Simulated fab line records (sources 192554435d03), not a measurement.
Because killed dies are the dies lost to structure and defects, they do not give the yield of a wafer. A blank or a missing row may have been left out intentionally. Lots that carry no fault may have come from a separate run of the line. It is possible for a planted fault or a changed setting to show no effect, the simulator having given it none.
Comparing a struck lot with a sound one / flow n5 finfet / 16 steps out of a route of 1938
Sound: the wafers L189.1, L189.2, L189.4. Wafers struck: L204.1, L204.4, L204.6. At the end, the cause is stated.
Order at every step that has rows: each side's tool, ch and its chambers, its first start. Under that, the readings that differ: sound wafers / struck wafers / difference of the means / sigmas: that difference in standard deviations of wafers without a fault.
alike: same words and numbers on both sides, and readings whose means sit less than 2 such deviations apart. not compared: any withheld reading, any reading some wafer has no value for, any bound like >300 that may hide the same value, and any number with overlapping values for which the record gives no deviation.
Wherever a step has rows on one side only, a row that says differs or no value, or a row with sigmas, the two part there. Numbers that don't overlap but have no deviation are shown without sigmas and don't part them. A reading that every wafer of one side lacks parts them only if that side has two wafers or more.

first, 1 step without rows for these wafers: N5_SD_EPI_N_STRIP_36 (strips in N2/H2).
N5_SD_EPI_N_ETCHBACK_44: etches SiNx in CH3F/O2, stops on SiO2, target depth 14.5 nm.
  sound on rie diel-06 ch 0,1,2, day 3 18:52; struck on rie diel-06 ch 2,3, day 7 14:20
  alike: drypump motor current A, mfc ar sccm, oes product au, rf vpp V, showerhead plenum p Torr, throttle valve pct
  not compared: rf hours counter h
N5_SD_EPI_N_ETCH_45: etches SiOCN in CH3F/O2, target depth 6 nm.
  sound on rie diel-06 ch 0,1,2, day 3 18:58; struck on rie diel-06 ch 2,3, day 7 14:26
  alike: drypump motor current A, mfc ar sccm, oes product au, rf vpp V, showerhead plenum p Torr, throttle valve pct
  not compared: rf hours counter h
N5_SD_EPI_N_ETCH_16: etches SiO2 in CHF3/O2, target depth 5 nm.
  sound on rie diel-06 ch 0,1,2, day 3 19:04; struck on rie diel-06 ch 2,3, day 7 14:32
  alike: drypump motor current A, mfc ar sccm, oes product au, rf vpp V, showerhead plenum p Torr, throttle valve pct
  not compared: rf hours counter h
then, 1 step without rows for these wafers: N5_SD_EPI_N_STRIP_47 (strips in CHF3/O2).
N5_SD_EPI_N_SD_RECESS_17: chemistry HBr/Cl2/O2, target depth 41 nm, time 23.7 s, bt time 3 s.
  sound on rie si-02 ch 0,3, day 3 19:08; struck on rie si-02 ch 2,3, day 7 14:37
  alike: drypump motor current A, oes product au, throttle valve pct
  not compared: rf hours counter h
N5_SD_EPI_N_STRIP_38: strips in N2/H2.
  sound on plasma asher-01 ch 0,1, day 3 19:14; struck on plasma asher-02 ch 0,1, day 7 14:42
reading=heater power w (W); sound=392 364 397; struck=299 292 313; difference=-83; sigmas=-2
  alike: drypump motor current A, oes product au
  not compared: rf hours counter h
then, 5 steps without rows for these wafers: N5_SD_EPI_N_WET_ETCH_43 (etches SiO2 in dHF, time 14 s, target depth 1.5 nm); N5_SD_EPI_N_STRIP_18 (strips in SPM, time 750 s); N5_SD_EPI_N_SRD_20 (time 30 s); N5_SD_EPI_N_PRECLEAN_48 (cleans in NF3:NH3, afs cycles 2, time 20 s, sublimation time 60 s); N5_SD_EPI_N_VAPOR_ETCH_50 (etches Si in HCl, time 54 s).
N5_SD_EPI_N_EPI_21: deposits Si:P, time 690 s.
  sound on epi rpcvd-01 ch 0, day 3 20:19; struck on epi rpcvd-01 ch 0, day 7 15:35
N5_SD_EPI_N_EPI_MEAS_23:
  sound on film metro-02, day 3 22:35; struck on film metro-01, day 7 17:19
reading=thk nm (nm); sound=61.4 59.6 58.6; struck=51.8 52.7 52.1; difference=-7.7; sigmas=-6
then, 1 step without rows for these wafers: N5_SD_EPI_N_PRECLEAN_24 (cleans in O3/DIW, time 60 s).
-- record jumps: 5 days separate the struck wafers' starts on either side; left off in module SD_EPI_N, taken up again in module BEOL_M4, whose first shown step is the route's number 1111 --
N5_BEOL_M4_RC_MEAS_101:
  sound on prober-01 ch 0, day 8 20:47; struck on prober-02 ch 0, day 12 22:35
reading=ION_P (uA/um); sound=480 482 469; struck=463 451 449; difference=-23; sigmas=-2
reading=VT_P (mV); sound=-243 -240 -248; struck=-256 -256 -257; difference=-13; sigmas=-3
  alike: DIBL_N, DIBL_P, IOFF_N, IOFF_P, ION_N, SS_N, SS_P, VT_N

WHERE THEY PART
Earliest at N5_SD_EPI_N_STRIP_38; latest, in this record, at N5_BEOL_M4_RC_MEAS_101.

WHY: what had been put in by the simulator
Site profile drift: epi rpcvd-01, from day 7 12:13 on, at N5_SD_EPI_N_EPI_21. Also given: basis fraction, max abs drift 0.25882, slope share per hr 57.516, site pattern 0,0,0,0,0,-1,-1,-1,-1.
